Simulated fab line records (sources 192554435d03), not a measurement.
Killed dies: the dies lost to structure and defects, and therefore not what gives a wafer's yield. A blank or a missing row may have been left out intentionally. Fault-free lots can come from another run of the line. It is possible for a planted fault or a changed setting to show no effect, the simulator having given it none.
fab line records	flow n5-finfet
[record] lots = 7	wafers = 39
route steps=1938 shown ZERO_LAYER@11 SD_EPI_N@288 SD_ACTIVATION@330 HKMG_FIN@386 MOL_CONTACT_COAG@610 BEOL_M1@800
start-h: hours from the record's first day to the start of the lot's first wafer shown	wait-h: how many hours have passed since the lot's step before this one	" as in the row above	L1.1+2: a single row standing in for several wafers	- either no value or no given start	* or withheld: withheld	< > ~ a bound
route shown NAME@n: names a module that has steps shown in the file, with the first one's number in the route	usual: mean/standard deviation taken from wafers without a fault	same: alike in all rows	chamber/n: place in a boat	sites: readings site by site	_std_site: standard deviation of those values	_edge_site: outer sites' mean less inner sites'	radius-mm: how far each site lies from the wafer's centre	mask NAME#n: copy n	behind: the tool/chamber that last shaped the wafer	hold: reason for holding the lot/hours on hold/outcome of the hold	device: names the non-switching transistor (n, p or np)	end of line: the same wafers' tests at the end of the route	a step without rows: its recipe alone	killed: dies that structure and defects cost at the first sort, which is not the same as the wafer's yield	map: a wafer's dies, marking killed ones x, the rest . and places with no die _
set.NAME: the setting as run; set.NAME@STEP: as run at that earlier step	model.NAME: the simulator's own value behind a step, which no gauge read
one table per step and one row per wafer, for lots whose settings were changed on purpose
[[steps]]
[step N5_ZERO_LAYER_DEVELOP_10]
[recipe] develop-time-s = 60	rinse-liquid = diw	dry = air-spin	dev-temp-c = 21
lot.wafer	tool	chamber	start-h	wait-h	set.develop-time-s
L074.1+2+3+4+5+6	litho-track-05	0	-	-	60
L076.1+4+5	litho-track-03	0	-	-	60
L076.2+3+6	"	0	"	"	37.04
L078.1+2+6	litho-track-03	0	-	-	44.68
L078.3+4+5	"	0	"	"	60
L081.1+4+6	litho-track-04	0	-	-	60
L081.2+3+5	"	0	"	"	94.07
L083.1+2+6	litho-track-04	0	-	-	39.98
L083.3+4+5	"	0	"	"	60
L084.1+2+3+4+5+6	litho-track-04	0	-	-	60
L092.1+4+5	litho-track-05	0	-	-	60
[step N5_ZERO_LAYER_HARDBAKE_23]
[recipe] temp-c = 130	time-s = 120
[step N5_ZERO_LAYER_CD_MEAS_11]
[recipe] target-cd-nm = 2000	landing-energy-ev = 500	detector = se-inlens
[usual] cd-nm = 2000.2/1.8
lot.wafer	tool	chamber	start-h	wait-h	set.develop-time-s@ZERO_LAYER_DEVELOP_10	cd-nm
L074.1	cd-sem-03	0	12.77	-	60	1996.9
L074.2	"	0	"	"	60	1998.6
L074.3	"	0	"	"	60	1998.0
L074.4	"	0	"	"	60	1995.7
L074.5	"	0	"	"	60	1998.5
L074.6	"	0	"	"	60	1999.1
L076.1	cd-sem-03	0	24.64	-	60	2001.7
L076.2	"	0	"	"	37.04	1989.2
L076.3	"	0	"	"	37.04	1991.9
L076.4	"	0	"	"	60	2001.1
L076.5	"	0	"	"	60	2001.6
L076.6	"	0	"	"	37.04	1992.0
L078.1	cd-sem-02	0	36.64	-	44.68	1994.7
L078.2	"	0	"	"	44.68	1996.8
L078.3	"	0	"	"	60	2002.7
L078.4	"	0	"	"	60	1999.1
L078.5	"	0	"	"	60	2000.6
L078.6	"	0	"	"	44.68	1993.4
L081.1	cd-sem-01	0	54.64	-	60	1999.2
L081.2	"	0	"	"	94.07	2008.3
L081.3	"	0	"	"	94.07	2012.0
L081.4	"	0	"	"	60	2001.9
L081.5	"	0	"	"	94.07	2011.8
L081.6	"	0	"	"	60	2001.5
L083.1	cd-sem-01	0	66.64	-	39.98	1990.6
L083.2	"	0	"	"	39.98	1993.2
L083.3	"	0	"	"	60	1998.6
L083.4	"	0	"	"	60	2002.3
L083.5	"	0	"	"	60	2001.0
L083.6	"	0	"	"	39.98	1990.6
L084.1	cd-sem-02	0	72.64	-	60	2002.4
L084.2	"	0	"	"	60	1999.6
L084.3	"	0	"	"	60	2003.1
L084.4	"	0	"	"	60	2000.1
L084.5	"	0	"	"	60	2000.7
L084.6	"	0	"	"	60	2001.2
L092.1	cd-sem-02	0	122.14	-	60	1996.8
L092.4	"	0	"	"	60	1998.7
L092.5	"	0	"	"	60	2000.8
[step N5_ZERO_LAYER_DESCUM_16]
[recipe] chemistry = O2	time-s = 7.9	source-power-w = 50	bias-power-w = 20	pressure-mtorr = 20	rf-frequency-hz = 2.712e+07	temp-c = 40	o2-flow-sccm = 225
lot.wafer	tool	chamber	start-h	wait-h	set.develop-time-s@ZERO_LAYER_DEVELOP_10	model.ZERO_LAYER.cd-nm
L074.1	rie-diel-02	1	12.80	0.0	60	1997
L074.2+5+6	"	3,3,0	"	"	60	1999
L074.3	"	0	"	"	60	1998
L074.4	"	2	"	"	60	1996
L076.1+5	rie-diel-02	2,3	24.68	0.0	60	2002
L076.2	"	0	"	"	37.04	1989
L076.3	"	1	"	"	37.04	1991
L076.4	"	3	"	"	60	2001
L076.6	"	0	"	"	37.04	1992
L078.1	rie-diel-02	3	36.68	0.0	44.68	1995
L078.2	"	1	"	"	44.68	1997
L078.3	"	0	"	"	60	2002
L078.4	"	2	"	"	60	1999
L078.5	"	0	"	"	60	2001
L078.6	"	3	"	"	44.68	1994
L081.1	rie-diel-04	2	54.68	0.0	60	1999
L081.2	"	3	"	"	94.07	2008
L081.3+5	"	0,3	"	"	94.07	2012
L081.4	"	1	"	"	60	2002
L081.6	"	2	"	"	60	2001
L083.1+6	rie-diel-04	1	66.68	0.0	39.98	1991
L083.2	"	2	"	"	39.98	1993
L083.3	"	0	"	"	60	1999
L083.4	"	3	"	"	60	2002
L083.5	"	2	"	"	60	2001
L084.1	rie-diel-02	2	72.68	0.0	60	2002
L084.2+4	"	1,0	"	"	60	2000
L084.3	"	0	"	"	60	2003
L084.5+6	"	1,2	"	"	60	2001
L092.1	rie-diel-04	3	122.18	0.0	60	1996
L092.4	"	0	"	"	60	1999
L092.5	"	3	"	"	60	2001
[step N5_SD_EPI_N_EPI_21]
[recipe] material = Si:P	dopant = P	temp-c = 680	pressure-torr = 255	time-s = 690
lot.wafer	tool	chamber	start-h	wait-h	set.time-s	model.Si-P_of_SD_EPI_N_EPI_21.thk-nm
L074.1	epi-rpcvd-04	0	54.83	0.2	426	39.8
L074.2	"	0	"	"	690	58.8
L074.3	"	0	"	"	426	39.4
L074.4	"	0	"	"	690	59.8
L074.5	"	0	"	"	426	39.6
L074.6	"	0	"	"	690	59
L076.1+2	epi-rpcvd-03	0	64.53	0.1	690	59.4
L076.3	"	0	"	"	690	59
L076.4	"	0	"	"	690	58.4
L076.5+6	"	0	"	"	690	58.8
L078.1+4	epi-rpcvd-03	0	78.29	0.1	690	58.4
L078.2	"	0	"	"	1065	80.2
L078.3	"	0	"	"	690	57.6
L078.5	"	0	"	"	1065	81
L078.6	"	0	"	"	1065	80.6
L081.1	epi-rpcvd-04	0	91.60	0.1	326.1	29.8
L081.2	"	0	"	"	690	58.8
L081.3	"	0	"	"	326.1	29.6
L081.4	"	0	"	"	690	58
L081.5	"	0	"	"	326.1	29.4
L081.6	"	0	"	"	690	57.4
L083.1+3	epi-rpcvd-03	0	106.14	0.1	364.1	33.8
L083.2	"	0	"	"	690	59.2
L083.4	"	0	"	"	690	59.6
L083.5	"	0	"	"	690	60
L083.6	"	0	"	"	364.1	34
L084.1+4	epi-rpcvd-04	0	109.73	0.1	690	59.2
L084.2	"	0	"	"	550.3	50.4
L084.3	"	0	"	"	550.3	51.2
L084.5	"	0	"	"	690	59.4
L084.6	"	0	"	"	550.3	50.8
L092.1	epi-rpcvd-04	0	159.58	0.1	690	59.4
L092.4	"	0	"	"	690	59
L092.5	"	0	"	"	690	58.8
[step N5_SD_EPI_N_EPI_MEAS_23]
[recipe] mode = xrd
[usual] thk-nm = 59.2/1.2
lot.wafer	tool	chamber	start-h	wait-h	set.time-s@SD_EPI_N_EPI_21	thk-nm
L074.1	film-metro-02	-	57.11	2.0	426	40.9
L074.2	"	-	"	"	690	57.2
L074.3	"	-	"	"	426	39.6
L074.4	"	-	"	"	690	59.7
L074.5	"	-	"	"	426	40.2
L074.6	"	-	"	"	690	58.9
L076.1	film-metro-01	-	66.24	1.4	690	59.8
L076.2	"	-	"	"	690	58.5
L076.3	"	-	"	"	690	60.7
L076.4	"	-	"	"	690	57.5
L076.5	"	-	"	"	690	57.9
L076.6	"	-	"	"	690	58.9
L078.1	film-metro-02	-	80.00	1.4	690	57.2
L078.2	"	-	"	"	1065	81.3
L078.3	"	-	"	"	690	57.6
L078.4	"	-	"	"	690	59.1
L078.5	"	-	"	"	1065	80.9
L078.6	"	-	"	"	1065	81.3
L081.1	film-metro-02	-	93.32	1.5	326.1	30.4
L081.2	"	-	"	"	690	59.9
L081.3	"	-	"	"	326.1	29.8
L081.4	"	-	"	"	690	58.9
L081.5	"	-	"	"	326.1	29.7
L081.6	"	-	"	"	690	56.4
L083.1	film-metro-02	-	107.87	1.5	364.1	33.1
L083.2	"	-	"	"	690	59.5
L083.3	"	-	"	"	364.1	33.4
L083.4	"	-	"	"	690	59.5
L083.5	"	-	"	"	690	60.3
L083.6	"	-	"	"	364.1	34.7
L084.1	film-metro-01	-	111.45	1.4	690	59.5
L084.2	"	-	"	"	550.3	51.0
L084.3	"	-	"	"	550.3	51.0
L084.4	"	-	"	"	690	60.0
L084.5	"	-	"	"	690	59.3
L084.6	"	-	"	"	550.3	52.1
L092.1	film-metro-01	-	161.29	1.4	690	58.7
L092.4	"	-	"	"	690	58.7
L092.5	"	-	"	"	690	58.5
[step N5_SD_EPI_N_PRECLEAN_24]
[recipe] chemistry = O3/DIW	time-s = 60	temp-c = 22	o3-ppm = 10
[step N5_SD_EPI_N_SRD_25]
[recipe] time-s = 30	temp-c = 23	rinse-liquid = diw	dry = ipa-marangoni
[step N5_SD_ACTIVATION_RTA_00]
[recipe] temp-c = 975	time-s = 0	ambient = N2	idle-temp-c = 600	ramp-up-c-per-s = 150	ramp-down-c-per-s = 60	cool-to-c = 600
[step N5_SD_ACTIVATION_LSA_01]
[recipe] temp-c = 1080	time-s = 0.0008	ambient = N2
[step N5_SD_ACTIVATION_RS_MEAS_03]
[recipe] thk-meas-gauge = four-point-probe
[usual] RS_SD_N = 21.83/0.26	RS_SD_P = 55.9/1.1
lot.wafer	tool	chamber	start-h	wait-h	set.time-s@SD_EPI_N_EPI_21	RS_SD_N[ohm/sq]	RS_SD_P[ohm/sq]
L074.1	film-metro-02	-	62.55	0.2	426	32.62	56.8
L074.2	"	-	"	"	690	22.04	56.7
L074.3	"	-	"	"	426	32.80	56.8
L074.4	"	-	"	"	690	21.80	57.3
L074.5	"	-	"	"	426	32.58	56.6
L074.6	"	-	"	"	690	21.82	56.5
L076.1	film-metro-02	-	71.63	0.2	690	21.57	56.8
L076.2	"	-	"	"	690	21.68	56.4
L076.3	"	-	"	"	690	21.91	57.1
L076.4	"	-	"	"	690	22.07	57.0
L076.5	"	-	"	"	690	22.13	56.3
L076.6	"	-	"	"	690	22.23	57.1
L078.1	film-metro-01	-	85.48	0.2	690	21.94	57.8
L078.2	"	-	"	"	1065	16.03	57.2
L078.3	"	-	"	"	690	22.28	58.1
L078.4	"	-	"	"	690	21.99	57.6
L078.5	"	-	"	"	1065	15.91	57.9
L078.6	"	-	"	"	1065	15.93	57.9
L081.1	film-metro-01	-	98.57	0.2	326.1	43.72	55.3
L081.2	"	-	"	"	690	22.04	55.6
L081.3	"	-	"	"	326.1	43.83	55.4
L081.4	"	-	"	"	690	22.36	55.8
L081.5	"	-	"	"	326.1	43.85	55.1
L081.6	"	-	"	"	690	22.47	55.5
L083.1	film-metro-02	-	113.19	0.2	364.1	38.07	56.9
L083.2	"	-	"	"	690	21.99	55.8
L083.3	"	-	"	"	364.1	38.63	56.4
L083.4	"	-	"	"	690	21.94	56.8
L083.5	"	-	"	"	690	21.56	56.1
L083.6	"	-	"	"	364.1	38.21	57.6
L084.1	film-metro-02	-	116.53	0.2	690	21.95	53.7
L084.2	"	-	"	"	550.3	25.58	55.2
L084.3	"	-	"	"	550.3	25.40	54.4
L084.4	"	-	"	"	690	21.95	54.7
L084.5	"	-	"	"	690	21.90	54.2
L084.6	"	-	"	"	550.3	25.73	54.3
L092.1	film-metro-01	-	167.05	0.2	690	21.89	54.4
L092.4	"	-	"	"	690	21.77	54.0
L092.5	"	-	"	"	690	21.98	53.9
[step N5_HKMG_FIN_HK_ALD_01]
[recipe] material = HfO2	target-thk-a = 16	temp-c = withheld	ald-precursor-family = HfCl4	ald-co-reactant = H2O	pulse-time-s = 3	purge-time-s = 3	co-reactant-purge-time-s = 2.5	co-reactant-pulse-time-s = 0.3	ald-cycles = 30
lot.wafer	tool	chamber	start-h	wait-h	set.ald-cycles	model.HfO2_of_HKMG_FIN_HK_ALD_01.thk-nm
L074.1+2+3	ald-hk-03	1,0,2	75.16	0.0	36	2
L074.4+5+6	"	3,1,0	"	"	30	1.6
L076.1+2+6	ald-hk-02	0,1,0	84.03	0.0	30	1.6
L076.3+4+5	"	3,2,1	"	"	21	1.2
L078.1+2+3+4+5+6	ald-hk-03	2,0,3,1,2,1	97.59	0.0	30	1.6
L081.1+2+4	ald-hk-01	0,3,1	111.36	0.0	30	1.6
L081.3+5+6	"	2,0,3	"	"	37	2
L083.1+2+5	ald-hk-01	1,0,0	125.06	0.0	46	2.4
L083.3+4+6	"	2,3,3	"	"	30	1.6
L084.1+2+4	ald-hk-02	0,1,3	128.20	0.0	30	1.6
L084.3+5+6	"	2,1,0	"	"	46	2.4
L092.1+4+5	ald-hk-02	2,0,0	178.95	0.0	30	1.6
[step N5_HKMG_FIN_HK_ANNEAL_02]
[recipe] temp-c = 700	time-s = 30	ambient = N2	idle-temp-c = 600	ramp-up-c-per-s = 150	ramp-down-c-per-s = 60	cool-to-c = 600
[step N5_HKMG_FIN_ALD_74]
[recipe] material = La2O3	target-thk-a = 5	temp-c = 250	ald-precursor-family = La-Cp	ald-co-reactant = O3	pulse-time-s = 6	co-reactant-pulse-time-s = 1	purge-time-s = 3	co-reactant-purge-time-s = 3
[step N5_HKMG_FIN_WET_ETCH_82]
[recipe] chemistry = dHCl	mix = 1:10000	temp-c = 25	target = La2O3	stop-on = HfO2	target-depth-nm = 2	dry = ipa-marangoni	rinse-time-s = 30	rinse-temp-c = 23
[step N5_HKMG_FIN_ALD_36]
[recipe] material = TiN	target-thk-a = 10	temp-c = 400	ald-precursor-family = TiCl4	ald-co-reactant = NH3	pulse-time-s = 1	purge-time-s = 3	co-reactant-purge-time-s = 2	co-reactant-pulse-time-s = 2	ald-cycles = 47	pressure-torr = 3
[step N5_HKMG_FIN_THK_MEAS_70]
[recipe] thk-meas-gauge = xrf	reads = HfO2_of_HKMG_FIN_HK_ALD_01
[usual] HK_THK = 1.580/0.02
lot.wafer	tool	chamber	start-h	wait-h	set.ald-cycles@HKMG_FIN_HK_ALD_01	HK_THK[nm]
L076.1	film-metro-01	-	88.79	0.2	30	1.566
L076.2	"	-	"	"	30	1.566
L076.3	"	-	"	"	21	1.106
L076.4	"	-	"	"	21	1.098
L076.5	"	-	"	"	21	1.075
L076.6	"	-	"	"	30	1.566
L078.1	film-metro-01	-	102.06	0.2	30	1.582
L078.2	"	-	"	"	30	1.588
L078.3	"	-	"	"	30	1.572
L078.4	"	-	"	"	30	1.576
L078.5	"	-	"	"	30	1.589
L078.6	"	-	"	"	30	1.577
L074.1	film-metro-02	-	106.85	0.2	36	1.934
L074.2	"	-	"	"	36	1.932
L074.3	"	-	"	"	36	1.913
L074.4	"	-	"	"	30	1.593
L074.5	"	-	"	"	30	1.598
L074.6	"	-	"	"	30	1.622
L081.1	film-metro-02	-	114.99	0.2	30	1.531
L081.2	"	-	"	"	30	1.596
L081.3	"	-	"	"	37	1.931
L081.4	"	-	"	"	30	1.560
L081.5	"	-	"	"	37	1.950
L081.6	"	-	"	"	37	1.975
L083.1	film-metro-01	-	128.91	0.2	46	2.435
L083.2	"	-	"	"	46	2.432
L083.3	"	-	"	"	30	1.585
L083.4	"	-	"	"	30	1.595
L083.5	"	-	"	"	46	2.427
L083.6	"	-	"	"	30	1.583
L084.1	film-metro-01	-	131.64	0.2	30	1.578
L084.2	"	-	"	"	30	1.561
L084.3	"	-	"	"	46	2.416
L084.4	"	-	"	"	30	1.576
L084.5	"	-	"	"	46	2.424
L084.6	"	-	"	"	46	2.426
L092.1	film-metro-01	-	182.73	0.2	30	1.597
L092.4	"	-	"	"	30	1.581
L092.5	"	-	"	"	30	1.574
[step N5_MOL_CONTACT_COAG_ETCH_67]
[recipe] chemistry = N2/H2	target = SOC	target-depth-a = 600	overetch-a = 210	mask-material = SiARC	temp-c = 40	time-s = 101.2	ion-energy-ev = 200	pressure-mtorr = 30	source-w = 840	bias-w = 150	n2-flow-sccm = 200	h2-flow-sccm = 200
[usual] oes-product-au = 0.68/0.048
lot.wafer	tool	chamber	start-h	wait-h	set.target-depth-a	oes-product-au	model.SiARC_of_MOL_CONTACT_COAG_COAT_63.thk-nm
L076.1	rie-diel-05	3	119.85	0.0	600	0.73	6
L076.2	"	0	"	"	393	0.83	7
L076.3	"	2	"	"	600	0.75	5.4
L076.4	"	1	"	"	393	0.86	6.8
L076.5	"	3	"	"	600	0.73	6
L076.6	"	2	"	"	393	0.88	6.6
L078.1	rie-diel-05	3	130.30	0.0	600	0.73	6
L078.2	"	2	"	"	367.3	0.90	6.8
L078.3	"	1	"	"	367.3	0.87	7
L078.4	"	0	"	"	600	0.70	6
L078.5	"	1	"	"	600	0.72	5.8
L078.6	"	0	"	"	367.3	0.84	7.2
L074.1	rie-diel-03	0	132.31	0.0	600	0.64	5.8
L074.2	"	2	"	"	385.4	0.77	7
L074.3	"	3	"	"	600	0.59	5.8
L074.4	"	2	"	"	385.4	0.77	7
L074.5	"	3	"	"	385.4	0.70	7
L074.6	"	0	"	"	600	0.64	5.8
L081.1	rie-diel-05	1	139.39	0.0	940.1	0.60	4.2
L081.2	"	3	"	"	600	0.73	6
L081.3	"	2	"	"	600	0.74	5.6
L081.4	"	0	"	"	600	0.70	6.2
L081.5	"	1	"	"	940.1	0.60	4.2
L081.6	"	0	"	"	940.1	0.58	4.4
L083.1	rie-diel-05	2	155.96	0.0	600	0.72	5.4
L083.2	"	3	"	"	600	0.72	6
L083.3	"	1	"	"	600	0.71	6
L083.4	"	1	"	"	600	0.72	6
L083.5	"	3	"	"	600	0.72	6
L083.6	"	2	"	"	600	0.72	5.4
L084.1	rie-diel-01	3	164.31	0.0	600	0.60	5.8
L084.2	"	1	"	"	600	0.73	5.8
L084.3	"	2	"	"	600	0.61	5.8
L084.4	"	0	"	"	428.3	0.79	6.8
L084.5	"	2	"	"	428.3	0.71	6.6
L084.6	"	3	"	"	428.3	0.69	6.6
L092.1	rie-diel-05	1	208.62	0.0	600	0.69	5.8
L092.4	"	2	"	"	600	0.70	5.6
L092.5	"	3	"	"	600	0.70	6
[step N5_BEOL_M1_TRENCH_ETCH_37]
[recipe] chemistry = C4F6/O2	target-depth-a = 552.07	target = SiOC	time-s = 29	ion-energy-ev = 250	pressure-mtorr = 30	source-w = 355	bias-w = 185	Ar_flow_sccm = 300	C4F6_flow_sccm = 10	O2_flow_sccm = 10
lot.wafer	tool	chamber	start-h	wait-h	set.target-depth-a	model.BEOL_M1.feature-depth-nm	model.etch.depth-nm	model.TiN_of_BEOL_M1_HM_DEP_02.thk-nm
L076.1	rie-diel-02	0	-	-	552.07	53.6	53.69	17.6
L076.2	"	3	"	"	678.6	67.2	67.17	17.2
L076.3	"	2	"	"	678.6	67	66.93	17.2
L076.4	"	1	"	"	678.6	66.4	66.35	17.2
L076.5	"	3	"	"	552.07	54.6	54.68	17.6
L076.6	"	2	"	"	552.07	53.8	53.83	18
L078.1	rie-diel-02	1	-	-	431	41.6	41.7	18
L078.2	"	3	"	"	552.07	53.6	53.51	17.6
L078.3	"	0	"	"	552.07	53.2	53.22	17.4
L078.4	"	1	"	"	431	41.8	41.71	18
L078.5	"	3	"	"	552.07	53.6	53.55	17.8
L078.6	"	0	"	"	431	41.8	41.74	17.8
L074.1	rie-diel-04	1	-	-	552.07	53.2	53.27	17.4
L074.2	"	3	"	"	829.9	84.8	84.77	16.2
L074.3	"	0	"	"	829.9	78.6	78.53	16.6
L074.4	"	0	"	"	829.9	78.4	78.37	16.6
L074.5	"	3	"	"	552.07	56.6	56.65	17.4
L074.6	"	1	"	"	552.07	53.6	53.56	17.8
L081.1	rie-diel-06	2	-	-	744	72	72.07	17
L081.2	"	3	"	"	744	74.8	74.72	16.4
L081.3	"	0	"	"	744	76.4	76.4	16.8
L081.4	"	1	"	"	552.07	54.8	54.76	17.8
L081.5	"	1	"	"	552.07	54.6	54.65	17.4
L081.6	"	0	"	"	552.07	56.8	56.81	17.6
L083.1	rie-diel-06	0	-	-	552.07	55.8	55.72	17.8
L083.2	"	2	"	"	665.8	63.6	63.67	17.4
L083.3	"	3	"	"	665.8	66	65.91	17
L083.4	"	3	"	"	665.8	65.8	65.82	17.4
L083.5	"	0	"	"	552.07	55.2	55.25	17.8
L083.6	"	2	"	"	552.07	53	52.97	17.8
L084.1	rie-diel-02	2	-	-	552.07	54.2	54.16	17.6
L084.2	"	3	"	"	552.07	54	54.03	17.4
L084.3	"	0	"	"	552.07	54	53.98	17.8
L084.4	"	3	"	"	552.07	54	54.1	17.4
L084.5	"	2	"	"	552.07	53.8	53.9	17.8
L084.6	"	0	"	"	552.07	54	54.08	17.6
L092.1	rie-diel-02	2	-	-	552.07	53	52.99	17.6
L092.4	"	0	"	"	552.07	53.4	53.43	17.8
L092.5	"	2	"	"	552.07	53.4	53.45	17.6
[step N5_BEOL_M1_ETCH_41]
[recipe] chemistry = CH3F/O2	target = SiCN	target-depth-a = 319	taper-deg = 2	time-s = 57.8	ion-energy-ev = 120	mask-material = TiN	pressure-mtorr = 30	source-w = 395	bias-w = 75	Ar_flow_sccm = 150	CH3F_flow_sccm = 30	O2_flow_sccm = 20
[step N5_BEOL_M1_STRIP_97]
[recipe] chemistry = N2/H2	time-s = 10	power-w = 450	temp-c = 40	pressure-mtorr = 20	rf-frequency-hz = 6e+07	bias-power-w = 7	n2-flow-sccm = 200	h2-flow-sccm = 200
[step N5_BEOL_M1_OCD_MEAS_38]
[usual] trench-depth-nm = 54.2/1.3
lot.wafer	tool	chamber	start-h	wait-h	set.target-depth-a@BEOL_M1_TRENCH_ETCH_37	trench-depth-nm
L076.1	ocd-02	-	142.60	-	552.07	53.1
L076.2	"	-	"	"	678.6	67.4
L076.3	"	-	"	"	678.6	67.3
L076.4	"	-	"	"	678.6	66.4
L076.5	"	-	"	"	552.07	53.9
L076.6	"	-	"	"	552.07	53.3
L078.1	ocd-02	-	167.41	-	431	41.6
L078.2	"	-	"	"	552.07	53.7
L078.3	"	-	"	"	552.07	53.2
L078.4	"	-	"	"	431	40.9
L078.5	"	-	"	"	552.07	53.5
L078.6	"	-	"	"	431	41.6
L074.1	ocd-01	-	168.76	-	552.07	53.1
L074.2	"	-	"	"	829.9	84.6
L074.3	"	-	"	"	829.9	78.6
L074.4	"	-	"	"	829.9	78.3
L074.5	"	-	"	"	552.07	56.9
L074.6	"	-	"	"	552.07	53.6
L081.1	ocd-02	-	172.91	-	744	72.4
L081.2	"	-	"	"	744	75.0
L081.3	"	-	"	"	744	75.6
L081.4	"	-	"	"	552.07	54.8
L081.5	"	-	"	"	552.07	54.8
L081.6	"	-	"	"	552.07	56.5
L083.1	ocd-01	-	181.85	-	552.07	55.9
L083.2	"	-	"	"	665.8	63.8
L083.3	"	-	"	"	665.8	65.7
L083.4	"	-	"	"	665.8	66.0
L083.5	"	-	"	"	552.07	54.8
L083.6	"	-	"	"	552.07	53.4
L084.1	ocd-02	-	186.42	-	552.07	53.9
L084.2	"	-	"	"	552.07	54.1
L084.3	"	-	"	"	552.07	54.2
L084.4	"	-	"	"	552.07	54.2
L084.5	"	-	"	"	552.07	53.9
L084.6	"	-	"	"	552.07	54.3
L092.1	ocd-02	-	235.09	-	552.07	53.2
L092.4	"	-	"	"	552.07	53.3
L092.5	"	-	"	"	552.07	53.2
[[key]]
[split] step = N5_ZERO_LAYER_DEVELOP_10	setting = develop-time-s	stated = 60	by = wafer
[response] step = N5_ZERO_LAYER_CD_MEAS_11	reading = cd-nm	change = +0.219	per = 1%	r = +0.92
[response] step = N5_ZERO_LAYER_DESCUM_16	reading = model.ZERO_LAYER.cd-nm	change = +0.222	per = 1%	r = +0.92
[split] step = N5_SD_EPI_N_EPI_21	setting = time-s	stated = 690	by = wafer
[response] step = N5_SD_EPI_N_EPI_21	reading = model.Si-P_of_SD_EPI_N_EPI_21.thk-nm	change = +0.494	per = 1%	r = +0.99
[response] step = N5_SD_EPI_N_EPI_MEAS_23	reading = thk-nm	change = *	per = 1%	r = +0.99
[response] step = N5_SD_ACTIVATION_RS_MEAS_03	reading = RS_SD_N	shape = bent	at-lowest = 43.80	at-stated = 21.97	at-highest = 15.95
[split] step = N5_HKMG_FIN_HK_ALD_01	setting = ald-cycles	stated = 30	by = wafer
[response] step = N5_HKMG_FIN_HK_ALD_01	reading = model.HfO2_of_HKMG_FIN_HK_ALD_01.thk-nm	change = +0.0152	per = 1%	r = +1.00
[response] step = N5_HKMG_FIN_THK_MEAS_70	reading = HK_THK	change = +0.0159	per = 1%	r = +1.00
[split] step = N5_MOL_CONTACT_COAG_ETCH_67	setting = target-depth-a	stated = 600	by = wafer
[response] step = N5_MOL_CONTACT_COAG_ETCH_67	reading = oes-product-au	change = -0.00297	per = 1%	r = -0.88
[response] step = N5_MOL_CONTACT_COAG_ETCH_67	reading = model.SiARC_of_MOL_CONTACT_COAG_COAT_63.thk-nm	change = -0.0297	per = 1%	r = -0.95
[split] step = N5_BEOL_M1_TRENCH_ETCH_37	setting = target-depth-a	stated = 552.07	by = wafer
[response] step = N5_BEOL_M1_TRENCH_ETCH_37	reading = model.BEOL_M1.feature-depth-nm	change = +0.53	per = 1%	r = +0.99
[response] step = N5_BEOL_M1_TRENCH_ETCH_37	reading = model.etch.depth-nm	change = +0.529	per = 1%	r = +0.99
[response] step = N5_BEOL_M1_TRENCH_ETCH_37	reading = model.TiN_of_BEOL_M1_HM_DEP_02.thk-nm	change = -0.0221	per = 1%	r = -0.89
[response] step = N5_BEOL_M1_OCD_MEAS_38	reading = trench-depth-nm	change = +0.533	per = 1%	r = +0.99
